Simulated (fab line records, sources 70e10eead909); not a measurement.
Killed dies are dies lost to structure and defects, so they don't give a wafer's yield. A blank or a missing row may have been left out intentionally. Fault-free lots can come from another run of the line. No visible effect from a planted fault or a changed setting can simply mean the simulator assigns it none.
Comparing a struck lot with a sound one / flow nandHarc / 17 steps out of a route of 1159
Sound: the wafers L347.1, L347.4, L347.5. Struck: wafer L336.4 (left out: L336.1, L336.6 of the same lot, which were not struck); the cause appears at the end.
Order at every step that has rows: each side's tool, ch and its chambers, its first start. Under that, the readings that differ: sound wafers / struck wafers / difference of the means / sigmas: that difference in standard deviations of wafers without a fault.
alike: a reading whose means differ by less than 2 such deviations, as well as words and numbers matching on both sides. not compared: withheld readings; readings where some wafer has no value; bounds like >300 that might hide an equal value; numbers whose values overlap and for which the record gives no deviation.
The two part at a step that has a row with sigmas, a row that says differs or no value, or rows on one side only. Non-overlapping numbers with no deviation appear without sigmas and do not part them. A reading that every wafer of one side lacks parts them only if that side has two wafers or more.

NHARC_P_ZERO_WELL_CD_MEAS_24: target cd 720 nm.
  sound on cdSem-01 ch 0, day 5 20:39; struck on cdSem-03 ch 0, day 3 02:28
  alike: cdNm
then, 1 step without rows for these wafers: NHARC_P_ZERO_WELL_HARDBAKE_25 (time 80 s).
NHARC_P_ZERO_WELL_DESCUM_26: chemistry O2, time 3 s.
  sound on rieDiel-08 ch 2,3, day 5 20:49; struck on rieDiel-04 ch 3, day 3 02:38
  alike: drypumpMotorCurrentA, oesProductAu, rfVppV, showerheadPlenumPTorr, throttleValvePct
  not compared: rfHoursCounterH
then, 9 steps without rows for these wafers: NHARC_P_ZERO_WELL_IMPLANT_27; NHARC_P_ZERO_WELL_IMPLANT_57; NHARC_P_ZERO_WELL_IMPLANT_58; NHARC_P_ZERO_WELL_STRIP_28 (strips in SPM, time 840 s); NHARC_P_ZERO_WELL_DEHYDRATE_29 (time 120 s); NHARC_P_ZERO_WELL_HMDS_30 (time 30 s); NHARC_P_ZERO_WELL_COAT_31; NHARC_P_ZERO_WELL_SOFTBAKE_32 (time 95 s); NHARC_P_ZERO_WELL_EBR_33.
NHARC_P_ZERO_WELL_EXPOSE_34: exposes mask P PWELL, target cd 720 nm.
  sound on krfScanner-04 ch 0, day 5 22:08; struck on krfScanner-03 ch 0, day 3 03:56
  alike: mask
then, 2 steps without rows for these wafers: NHARC_P_ZERO_WELL_PEB_35 (peb time 85 s); NHARC_P_ZERO_WELL_DEVELOP_36 (time 70 s).
NHARC_P_ZERO_WELL_CD_MEAS_37: target cd 720 nm.
  sound on cdSem-03 ch 0, day 5 22:17; struck on cdSem-03 ch 0
reading=cdNm (nm); sound=718.7 720.6 721.3; struck=769.4; difference=+49.2; sigmas=+23
  not compared: hold
-- the record jumps here: 18 days lie between the struck wafers' starts before and after (it left off in module P_ZERO_WELL and takes up again in module END, whose first step shown is number 1159 of the route) --
NHARC_END_SORT_01:
  at this point the record logs the struck wafers (prober-01 ch 0, day 21 08:18) and has no rows for the sound ones

## WHERE THEY PART
At NHARC_P_ZERO_WELL_CD_MEAS_37 first; at NHARC_END_SORT_01 last (within this record only).

WHY: whatever the simulator had introduced
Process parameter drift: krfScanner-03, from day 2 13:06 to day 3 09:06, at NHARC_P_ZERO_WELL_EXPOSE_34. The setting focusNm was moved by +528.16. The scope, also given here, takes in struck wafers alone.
